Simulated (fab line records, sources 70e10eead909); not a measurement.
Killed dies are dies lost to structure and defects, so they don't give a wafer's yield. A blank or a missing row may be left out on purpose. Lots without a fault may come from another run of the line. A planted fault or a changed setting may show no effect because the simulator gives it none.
fab line records | flow nand_harc
record lots=6 wafers=18 last_day=33
route steps=1302 shown A_CONTACT@1048 END@1302
lots that met no fault: from a run of the same line without faults
start_h: hours from the record's first day to the start of the lot's first wafer shown | wait_h: hours since the lot's step before | " the same as in the row above | L1.1+2: a row that stands for several wafers | - no value, or no start given | * or withheld: withheld | < > ~ a bound
route shown NAME@n: a module of which the file shows steps, and the number in the route of the first | usual: mean/standard deviation of fault-free wafers | same: alike in all rows | chamber/n: place in a boat | sites: the reading at each site | _std_site: their standard deviation | _edge_site: outer sites' mean less inner sites' | radius_mm: how far each site lies from the wafer's centre | mask NAME#n: copy n | behind: the tool/chamber that last shaped the wafer | hold: why the lot was held/for how many hours/how that ended | device: the transistor (n, p or np) that didn't switch | end of line: the same wafers' tests at the end of the route | a step without rows: its recipe alone | killed: dies lost to structure and defects at the first sort, not the wafer's yield | map: a wafer's dies, x killed, . not, _ none there
set.NAME: the setting as run; set.NAME@STEP: as run at that earlier step | model.NAME: the simulator's own value behind a step, which no gauge read
lots at some steps of the route; a table a step, a row a wafer
services: from which hour (start_h, from the record's first day; less than 0 if before it) a tool's chamber was out of use, for how many hours, and why
## steps
# step NHARC_A_CONTACT_ETCH_125
# recipe source_w=withheld pressure_mtorr=20 bias_v=3000 time_s=197 target_depth_a=19180 ar_flow_sccm=withheld c4f8_flow_sccm=withheld o2_flow_sccm=withheld chemistry=C4F8/O2/Ar
# step NHARC_A_CONTACT_ETCH_126
# recipe source_w=withheld pressure_mtorr=20 bias_v=3000 time_s=197 target_depth_a=19180 ar_flow_sccm=withheld c4f8_flow_sccm=withheld o2_flow_sccm=withheld chemistry=C4F8/O2/Ar
# columns lot.wafer tool chamber start_h wait_h rf_hours_counter_h
L765.4 har_cap_etch-01 0 531.30 0.1 -
L765.6 " 0 " " -
L765.5 " 1 " " -
L768.2 har_cap_etch-03 1 580.93 0.1 53
L768.1 " 0 " " 53
L768.6 " 0 " " -
L777.1 har_cap_etch-01 1 656.05 0.1 27
L777.2 " 0 " " 27
L777.5 " 0 " " -
L779.4 har_cap_etch-01 1 673.64 0.1 -
L779.5 " 0 " " -
L779.6 " 1 " " -
L782.1 har_cap_etch-03 0 709.26 0.1 77
L782.4 " 0 " " -
L782.6 " 1 " " -
L781.1 har_cap_etch-02 0 718.97 0.1 122
L781.6 " 0 " " -
L781.5 " 1 " " -
# step NHARC_A_CONTACT_ETCH_127
# recipe source_w=withheld pressure_mtorr=20 bias_v=3000 time_s=197 target_depth_a=19180 ar_flow_sccm=withheld c4f8_flow_sccm=withheld o2_flow_sccm=withheld chemistry=C4F8/O2/Ar
# step NHARC_A_CONTACT_ETCH_128
# recipe source_w=withheld pressure_mtorr=20 bias_v=3000 time_s=197 target_depth_a=19180 ar_flow_sccm=withheld c4f8_flow_sccm=withheld o2_flow_sccm=withheld chemistry=C4F8/O2/Ar
# step NHARC_A_CONTACT_ETCH_129
# recipe source_w=withheld pressure_mtorr=20 bias_v=3000 time_s=197 target_depth_a=19180 ar_flow_sccm=withheld c4f8_flow_sccm=withheld o2_flow_sccm=withheld chemistry=C4F8/O2/Ar
# columns lot.wafer tool chamber start_h wait_h rf_hours_counter_h
L765.4 har_cap_etch-01 0 531.82 0.1 -
L765.6 " 0 " " -
L765.5 " 1 " " -
L768.2 har_cap_etch-03 1 581.46 0.1 54
L768.1 " 0 " " 54
L768.6 " 0 " " -
L777.1 har_cap_etch-01 1 656.58 0.1 27
L777.2 " 0 " " 27
L777.5 " 0 " " -
L779.4 har_cap_etch-01 1 674.17 0.1 -
L779.5 " 0 " " -
L779.6 " 1 " " -
L782.1 har_cap_etch-03 0 709.80 0.1 78
L782.4 " 0 " " -
L782.6 " 1 " " -
L781.1 har_cap_etch-02 0 719.51 0.2 122
L781.6 " 0 " " -
L781.5 " 1 " " -
# step NHARC_A_CONTACT_ETCH_130
# recipe source_w=withheld pressure_mtorr=20 bias_v=3000 time_s=197 target_depth_a=19180 ar_flow_sccm=withheld c4f8_flow_sccm=withheld o2_flow_sccm=withheld chemistry=C4F8/O2/Ar
# step NHARC_A_CONTACT_ETCH_131
# recipe source_w=withheld pressure_mtorr=20 bias_v=3000 time_s=197 target_depth_a=19180 ar_flow_sccm=withheld c4f8_flow_sccm=withheld o2_flow_sccm=withheld chemistry=C4F8/O2/Ar
# step NHARC_A_CONTACT_ETCH_132
# recipe source_w=withheld pressure_mtorr=20 bias_v=3000 time_s=197 target_depth_a=19240 ar_flow_sccm=withheld c4f8_flow_sccm=withheld o2_flow_sccm=withheld chemistry=C4F8/O2/Ar
# columns lot.wafer tool chamber start_h wait_h rf_hours_counter_h
L765.4 har_cap_etch-01 0 532.35 0.1 -
L765.6 " 0 " " -
L765.5 " 1 " " -
L768.2 har_cap_etch-03 1 581.99 0.1 54
L768.1 " 0 " " 54
L768.6 " 0 " " -
L777.1 har_cap_etch-01 1 657.11 0.1 28
L777.2 " 0 " " 28
L777.5 " 0 " " -
L779.4 har_cap_etch-01 1 674.70 0.1 -
L779.5 " 0 " " -
L779.6 " 1 " " -
L782.1 har_cap_etch-03 0 710.32 0.1 78
L782.4 " 0 " " -
L782.6 " 1 " " -
L781.1 har_cap_etch-02 0 720.04 0.1 123
L781.6 " 0 " " -
L781.5 " 1 " " -
# step NHARC_A_CONTACT_ETCH_133
# recipe source_w=withheld pressure_mtorr=20 bias_v=400 time_s=374 target_depth_a=16100 ar_flow_sccm=withheld c4f8_flow_sccm=11.5 o2_flow_sccm=7.2 chemistry=C4F8/O2/Ar
# step NHARC_A_CONTACT_ETCH_91
# recipe target_depth_a=400 over_etch_frac=0.5 time_s=85.7 ion_energy_ev=120 ch3f_flow_sccm=50 o2_flow_sccm=30 ar_flow_sccm=200 rf_w=500 bias_w=100 chemistry=CH3F/O2
# step NHARC_A_CONTACT_ETCH_97
# recipe target_depth_a=200 over_etch_frac=0.5 time_s=10 ion_energy_ev=250 c4f6_flow_sccm=25 o2_flow_sccm=20 ar_flow_sccm=500 rf_w=600 bias_w=500 chemistry=C4F6/O2
# usual drypump_motor_current_A=5.8/0.4 oes_product_au=0.954/0.02 rf_vpp_V=545.4/2.2 showerhead_plenum_p_Torr=3.85/0.1 throttle_valve_pct=26.904/0.0089
# columns lot.wafer tool chamber start_h wait_h drypump_motor_current_A oes_product_au rf_hours_counter_h rf_vpp_V showerhead_plenum_p_Torr throttle_valve_pct
L765.5 rie_diel-08 3 533.44 0.1 6.2 0.966 - 542.9 3.79 26.907
L765.4 " 0 " " 5.9 0.978 - 543.6 3.82 26.907
L765.6 " 2 " " 6.0 0.943 - 545.2 3.85 26.898
L768.2 rie_diel-08 2 - - 6.0 0.935 5 545.2 3.85 26.918
L768.1 " 0 " " 5.9 0.953 6 545.9 3.82 26.888
L768.6 " 1 " " 5.9 0.952 - 544.3 3.82 26.920
L777.1 rie_diel-08 3 - - 6.2 0.933 23 543.8 3.78 26.893
L777.2 " 0 " " 5.9 0.936 23 544.7 3.81 26.897
L777.5 " 2 " " 6.0 0.940 - 545.1 3.84 26.909
L779.4 rie_diel-08 1 - - 5.9 0.944 20 544.7 3.80 26.895
L779.5 " 1 " " 5.9 0.952 - 544.4 3.80 26.903
L779.6 " 2 " " 6.0 0.945 - 545.4 3.84 26.889
L782.1 rie_diel-08 3 - - 6.2 0.961 30 542.4 3.77 26.903
L782.4 " 2 " " 6.0 0.942 30 544.8 3.83 26.901
L782.6 " 3 " " 6.2 0.953 - 543.2 3.77 26.886
L781.1 rie_diel-08 2 - - 6.0 0.947 32 546.0 3.83 26.903
L781.6 " 1 " " 5.9 0.935 - 544.5 3.80 26.902
L781.5 " 2 " " 6.0 0.932 - 545.2 3.83 26.909
# step NHARC_A_CONTACT_CD_MEAS_80
# usual cd_nm=289.6/0.84
# columns lot.wafer tool chamber start_h wait_h cd_nm
L765.4 cd_sem-01 - 533.53 - 288.3
L765.5 " - " " 288.7
L765.6 " - " " 288.5
L768.1 cd_sem-01 - 583.16 - 287.9
L768.2 " - " " 287.9
L768.6 " - " " 287.7
L777.1 cd_sem-01 - 658.28 - 290.3
L777.2 " - " " 291.0
L777.5 " - " " 290.0
L779.4 cd_sem-02 - 675.80 - 289.4
L779.5 " - " " 290.1
L779.6 " - " " 288.8
L782.1 cd_sem-01 - 711.48 - 290.0
L782.4 " - " " 288.6
L782.6 " - " " 289.4
L781.1 cd_sem-02 - 721.22 - 290.7
L781.5 " - " " 290.7
L781.6 " - " " 290.8
# step NHARC_A_CONTACT_STRIP_103
# recipe n2_flow_sccm=150 h2_flow_sccm=150 ar_flow_sccm=0 bias_w=0 chemistry=N2/H2
# columns lot.wafer tool chamber start_h wait_h
L765.5+4+6 rie_diel-08 3,0,2 533.64 0.1
L768.1+2+6 rie_diel-02 3,1,3 583.24 0.1
L777.2+1+5 rie_diel-02 3,0,3 658.36 0.1
L779.4+5+6 rie_diel-02 3,1,2 675.88 0.1
L782.1+4+6 rie_diel-08 2,3,1 711.56 0.1
L781.1+6+5 rie_diel-08 3,3,0 721.30 0.1
# step NHARC_A_CONTACT_STRIP_104
# recipe cf4_flow_sccm=100 chf3_flow_sccm=30 ar_flow_sccm=0 bias_w=0 chemistry=CF4/CHF3
# step NHARC_A_CONTACT_STRIP_105
# recipe o2_flow_sccm=400 cos_flow_sccm=20 ar_flow_sccm=0 bias_w=0 chemistry=O2/COS
# step NHARC_A_CONTACT_ETCH_106
# recipe target_depth_a=900 overetch_a=90 time_s=49.5 ion_energy_ev=100 cf4_flow_sccm=80 o2_flow_sccm=20 ar_flow_sccm=0 rf_w=300 bias_w=100 chemistry=CF4/O2
# step NHARC_A_CONTACT_STRIP_82
# recipe o2_flow_sccm=500 ar_flow_sccm=0 bias_w=0 chemistry=O2
# usual drypump_motor_current_A=5.7/0.42 oes_product_au=0.996/0.011 rf_vpp_V=57.7/0.8 showerhead_plenum_p_Torr=3.49/0.11 throttle_valve_pct=17.036/0.0087
# columns lot.wafer tool chamber start_h wait_h drypump_motor_current_A oes_product_au rf_hours_counter_h rf_vpp_V showerhead_plenum_p_Torr throttle_valve_pct
L765.5 rie_diel-08 0 - - 5.9 1.015 - 57.7 3.43 17.036
L765.4 " 2 " " 6.0 0.996 - 58.6 3.46 17.039
L765.6 " 3 " " 6.2 1.003 - 58.9 3.41 17.037
L768.1 rie_diel-02 3 - - 5.2 1.005 1 58.3 3.41 17.032
L768.2 " 0 " " 5.2 0.995 1 57.9 3.53 17.052
L768.6 " 3 " " 5.2 1.006 - 57.5 3.41 17.038
L777.1 rie_diel-02 2 - - 5.0 0.987 36 56.7 3.47 17.049
L777.2 " 0 " " 5.2 1.008 36 57.1 3.51 17.042
L777.5 " 1 " " 6.2 0.980 - 58.0 3.72 17.035
L779.4 rie_diel-02 3 - - 5.2 0.999 42 57.1 3.39 17.047
L779.6 " 3 " " 5.2 1.007 - 57.5 3.39 17.052
L779.5 " 0 " " 5.3 0.998 - 57.3 3.51 17.038
L782.4 rie_diel-08 0 - - 5.9 1.006 30 56.3 3.42 17.032
L782.1 " 1 " " 5.9 1.001 26 57.8 3.42 17.037
L782.6 " 3 " " 6.2 0.995 - 56.4 3.39 17.023
L781.1 rie_diel-08 1 - - 5.9 1.001 28 57.1 3.41 17.039
L781.6 " 2 " " 6.0 1.012 - 59.1 3.44 17.031
L781.5 " 3 " " 6.2 1.008 - 57.9 3.39 17.030
# step NHARC_A_CONTACT_STRIP_83
# recipe time_s=600 temp_c=30 chemistry=post_etch_residue_remover
# step NHARC_A_CONTACT_DEP_84
# recipe target_thk_a=28000 temp_c=400 material=aC
# step NHARC_A_CONTACT_DEP_85
# recipe target_thk_a=600 target_thk_nm=60 temp_c=400 pressure_torr=3.5 flow_sccm=200 rf_w=350 material=SiON
# step NHARC_A_CONTACT_DEHYDRATE_00
# recipe temp_c=150 time_s=120
# step NHARC_A_CONTACT_HMDS_01
# recipe time_s=30
# step NHARC_A_CONTACT_COAT_86
# recipe temp_c=260 time_s=75
# step NHARC_A_CONTACT_COAT_87
# recipe temp_c=225 time_s=65
# step NHARC_A_CONTACT_COAT_02
# recipe spin_rpm=1500 resist_thk_nm=90
# step NHARC_A_CONTACT_SOFTBAKE_03
# recipe temp_c=105 time_s=55
# step NHARC_A_CONTACT_EBR_04
# step NHARC_A_CONTACT_EXPOSE_05
# recipe na=1.35 sigma_outer=0.8 dose_mj=84.24 mask_id=A_CC
# step NHARC_A_CONTACT_PEB_06
# recipe peb_temp_c=100 peb_time_s=65
# step NHARC_A_CONTACT_DEVELOP_07
# recipe develop_time_s=35 dev_temp_c=23
# step NHARC_A_CONTACT_CD_MEAS_08
# recipe target_cd_nm=200 landing_energy_ev=500
# usual cd_nm=199.7/0.52
# columns lot.wafer tool chamber start_h wait_h cd_nm
L765.4 cd_sem-01 0 537.74 - 199.4
L765.5 " 0 " " 199.9
L765.6 " 0 " " 199.8
L768.1 cd_sem-03 0 587.96 - 200.2
L768.2 " 0 " " 200.3
L768.6 " 0 " " 199.7
L777.1 cd_sem-02 0 663.02 - 198.3
L777.2 " 0 " " 199.1
L777.5 " 0 " " 199.9
L779.4 cd_sem-02 0 684.18 - 199.4
L779.5 " 0 " " 199.0
L779.6 " 0 " " 199.6
L782.1 cd_sem-02 0 716.04 - 200.2
L782.4 " 0 " " 199.9
L782.6 " 0 " " 200.4
L781.1 cd_sem-03 0 725.36 - 200.0
L781.5 " 0 " " 199.5
L781.6 " 0 " " 198.7
# step NHARC_A_CONTACT_OVL_MEAS_09
# usual overlay_x_nm=-0.1/0.87 overlay_y_nm=0.0/0.9
# columns lot.wafer tool chamber start_h wait_h overlay_x_nm overlay_y_nm
L765.4 overlay-02 - 537.82 - 0.7 -0.2
L765.5 " - " " 1.2 0.6
L765.6 " - " " 0.5 0.5
L768.1 overlay-01 - 588.05 - -0.7 0.1
L768.2 " - " " -1.3 0.3
L768.6 " - " " -1.1 0.0
L777.1 overlay-02 - 663.11 - -0.2 0.1
L777.2 " - " " -1.3 0.2
L777.5 " - " " -0.4 -0.1
L779.4 overlay-01 - 684.26 - 0.1 -0.6
L779.5 " - " " 0.2 -1.5
L779.6 " - " " 0.7 -1.2
L782.1 overlay-01 - 716.13 - -0.4 -0.7
L782.4 " - " " 0.1 -0.6
L782.6 " - " " 0.3 -0.4
L781.1 overlay-02 - 725.45 - -1.8 0.1
L781.5 " - " " -1.5 0.0
L781.6 " - " " -2.7 -0.2
# step NHARC_END_SORT_01
# recipe temp_c=25
# usual killed_at_array=64/18 killed_at_other=0.8/1.1 killed_at_periphery=3.8/2.7 killed_dies=68/18 killed_open=3.3/1.9 killed_short=2.3/1.8
# same gross_dies=677
# columns lot.wafer tool chamber start_h wait_h killed_at_array killed_at_other killed_at_periphery killed_dies killed_open killed_short
L768.1 prober-01 0 640.67 2.5 59 1 8 68 5 2
L768.2 prober-01 0 641.48 2.8 69 1 9 79 3 1
L768.6 prober-01 0 644.70 4.0 61 3 9 73 3 0
L777.1 prober-01 0 733.24 2.6 119 0 2 121 3 6
L777.2 prober-01 0 734.04 2.9 130 1 10 141 6 1
L777.5 prober-01 0 736.42 3.7 101 0 2 103 0 3
L779.4 prober-02 0 757.36 3.4 147 0 1 148 3 1
L779.5 prober-02 0 758.15 3.7 129 0 1 130 4 1
L779.6 prober-02 0 758.95 4.0 122 0 1 123 1 1
# killed by level:class
L768.1 A_CHANNEL_HOLE_D1:chamber_film_flake=32 A_CHANNEL_HOLE_D2:chamber_film_flake=13 P_GATE:chamber_film_flake=3 A_SLIT:chamber_film_flake=3 A_ONON_D2:geometric_particle:open=2 P_M0:chamber_film_flake=2 A_DECK1_JOINT:chamber_film_flake=2 A_CONTACT:chamber_film_flake=2
L768.2 A_CHANNEL_HOLE_D1:chamber_film_flake=30 A_CHANNEL_HOLE_D2:chamber_film_flake=18 P_GATE:chamber_film_flake=6 A_STAIRCASE:chamber_film_flake=6 A_SLIT:chamber_film_flake=5 A_CONTACT:chamber_film_flake=5 P_STI:chamber_film_flake=3 A_CHANNEL_FILL_D1:geometric_particle:open=1
L768.6 A_CHANNEL_HOLE_D1:chamber_film_flake=34 A_CHANNEL_HOLE_D2:chamber_film_flake=13 P_GATE:chamber_film_flake=7 A_CONTACT:chamber_film_flake=4 A_SLIT:chamber_film_flake=3 A_DECK1_JOINT:chamber_film_flake=2 THIN_TSV:chamber_film_flake=2 P_M0:geometric_particle:open=1
L777.1 A_CONTACT:unspecified=76 A_SLIT:chamber_film_flake=24 A_CHANNEL_HOLE_D1:chamber_film_flake=6 A_WL_FILL:geometric_particle:short=3 A_CONTACT:chamber_film_flake=3 A_CONTACT:geometric_particle:open=2 A_ONON_D1:geometric_particle:open=1 A_ONON_D1:geometric_particle:short=1
L777.2 A_CONTACT:unspecified=82 A_SLIT:chamber_film_flake=37 P_M1:chamber_film_flake=5 A_CHANNEL_HOLE_D1:chamber_film_flake=4 P_M0:geometric_particle:open=2 A_CONTACT:chamber_film_flake=2 P_CONTACT:geometric_particle:open=1 STARTING-WAFER:geometric_particle:open=1
L777.5 A_CONTACT:unspecified=80 A_SLIT:chamber_film_flake=9 A_CONTACT:chamber_film_flake=5 A_ONON_D1:geometric_particle:short=2 A_CHANNEL_HOLE_D1:chamber_film_flake=2 A_M1:chamber_film_flake=2 P_M1:geometric_particle:short=1 P_STI:chamber_film_flake=1
L779.4 A_CONTACT:unspecified=85 A_CHANNEL_HOLE_D1:chamber_film_flake=36 A_CHANNEL_HOLE_D2:chamber_film_flake=15 A_SLIT:chamber_film_flake=3 A_CONTACT:chamber_film_flake=2 A_STAIRCASE:chamber_film_flake=2 P_CONTACT:geometric_particle:open=1 A_ONON_D1:geometric_particle:open=1
L779.5 A_CONTACT:unspecified=66 A_CHANNEL_HOLE_D1:chamber_film_flake=31 A_CHANNEL_HOLE_D2:chamber_film_flake=19 A_SLIT:chamber_film_flake=6 A_STAIRCASE:chamber_film_flake=2 P_M1:geometric_particle:open=1 A_ONON_D2:geometric_particle:short=1 A_CHANNEL_FILL_D2:geometric_particle:open=1
L779.6 A_CONTACT:unspecified=64 A_CHANNEL_HOLE_D1:chamber_film_flake=28 A_CHANNEL_HOLE_D2:chamber_film_flake=19 A_SLIT:chamber_film_flake=4 A_CONTACT:chamber_film_flake=2 P_M0:geometric_particle:short=1 A_SOURCE_PLATE:geometric_particle:open=1 A_M0:chamber_film_flake=1
# map L777.2 (x killed, . not)
____________.____________
_________......._________
_______..........._______
______.............______
_____..............._____
____...............x.____
____...........x..x.x____
___.............xx.x..___
___..............xx.xx___
__...............xxxxxx__
__........x......xxxxx.__
_.............x..xxxxxxx_
_........x....xx..xxxxxx_
_.......x...x..x.xxx..x._
_.....xx....x.xx...xx..._
_........xx.x.x........._
..........xxx.........x..
.........xxxxxx.....x....
........xxxxxxxx.........
....x...xxxxxxxx.........
........xxxxxxxx.........
_.......xxxxxx.x........_
_.....xxxxxxxxx........._
_.....x.xxxxxxx........._
_.......xxxxxxxx........_
_.......xxxxxx...x......_
__.........xxx.x.......__
__........x............__
___........xx.........___
___...................___
____.................____
____.................____
_____.......x......._____
______.............______
_______..........._______
_________......._________
____________.____________
# map L779.4 (x killed, . not)
____________.____________
_________......._________
_______........x.._______
______..........x..______
_____..............._____
____..........x....x.____
____...............xx____
___.................x.___
___...............xx..___
__..................x..__
__...............xxxxx.__
_.............x.xxxxxx.._
_..............xx.xxx..._
_..............xxxx.x..._
_............xx.xx.xxx.._
_.........x.xx.xx.xxx..._
...........xxxx.xxx......
....x...xxxxxx.xxxx......
......x.xxxxxxxxxxxx.....
.......xxxxxxxxx.....x...
........xxxxxxxx.x.......
_......xxxxxxxxx........_
_.......xxxxxxxxx......._
_.......xxxxxxxx........_
_.......xxxxxxxx........_
_.......x.xxxxx........._
__........xxxx.........__
__.......x..x..........__
___.....x.xx..........___
___.........x.........___
____.................____
____................x____
_____..............._____
______.............______
_______..........._______
_________......._________
____________.____________
## services
# columns tool chamber start_h hours kind
rie_diel-08 1 515.47 58.7 repair
rie_diel-08 0 524.03 - clean
rie_diel-08 2 524.03 - clean
rie_diel-08 3 524.03 - clean
rie_diel-08 - 544.80 9.0 pm
rie_diel-08 0 544.80 9.0 vent_cycle
rie_diel-08 2 544.80 9.0 vent_cycle
rie_diel-08 3 544.80 9.0 vent_cycle
rie_diel-08 0 553.80 - clean
rie_diel-08 2 553.80 - clean
rie_diel-08 3 553.80 - clean
rie_diel-02 - 571.39 9.0 pm
rie_diel-08 0 578.30 - clean
rie_diel-08 1 578.30 - clean
rie_diel-08 2 578.30 - clean
rie_diel-08 3 578.30 - clean
rie_diel-08 0 590.40 1.3 repair
rie_diel-08 0 602.80 - clean
rie_diel-08 1 602.80 - clean
rie_diel-08 2 602.80 - clean
rie_diel-08 3 602.80 - clean
rie_diel-02 0 653.45 3.2 repair
rie_diel-02 1 667.45 4.3 repair
rie_diel-02 3 718.45 9.2 repair
## key
first_sign step=NHARC_END_SORT_01 reading=killed_at_array direction=up sigmas=3.4 usual=64 struck=125
effect step=NHARC_END_SORT_01 reading=killed_dies direction=up sigmas=3.3 usual=68 struck=128
more_kills_born_at NHARC_A_CONTACT_STRIP_103@rie_diel-02=449
met_at NHARC_A_CONTACT_STRIP_103
struck_wafers L777.1,L777.2,L777.5,L779.4,L779.5,L779.6
tester_left_out L777,L779
onset_between 583.24 658.36
also_fits NHARC_A_CONTACT_ETCH_126:har_cap_etch-01,NHARC_A_CONTACT_ETCH_129:har_cap_etch-01,NHARC_A_CONTACT_ETCH_132:har_cap_etch-01,NHARC_A_CONTACT_STRIP_82:rie_diel-02
fault kind=chamber_particle_source tool=rie_diel-02 chamber=- onset_h=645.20 steps=NHARC_A_CONTACT_STRIP_103 rate_per_visit_cm2=0.64061 end_h=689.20
# tester_left_out: of these lots the tester's yield and bins aren't shown, on N5 and GAA mostly nor the transistor test; their killed dies are dies lost to structure and defects alone, not to doping, threshold or leakage, so they don't give the yield
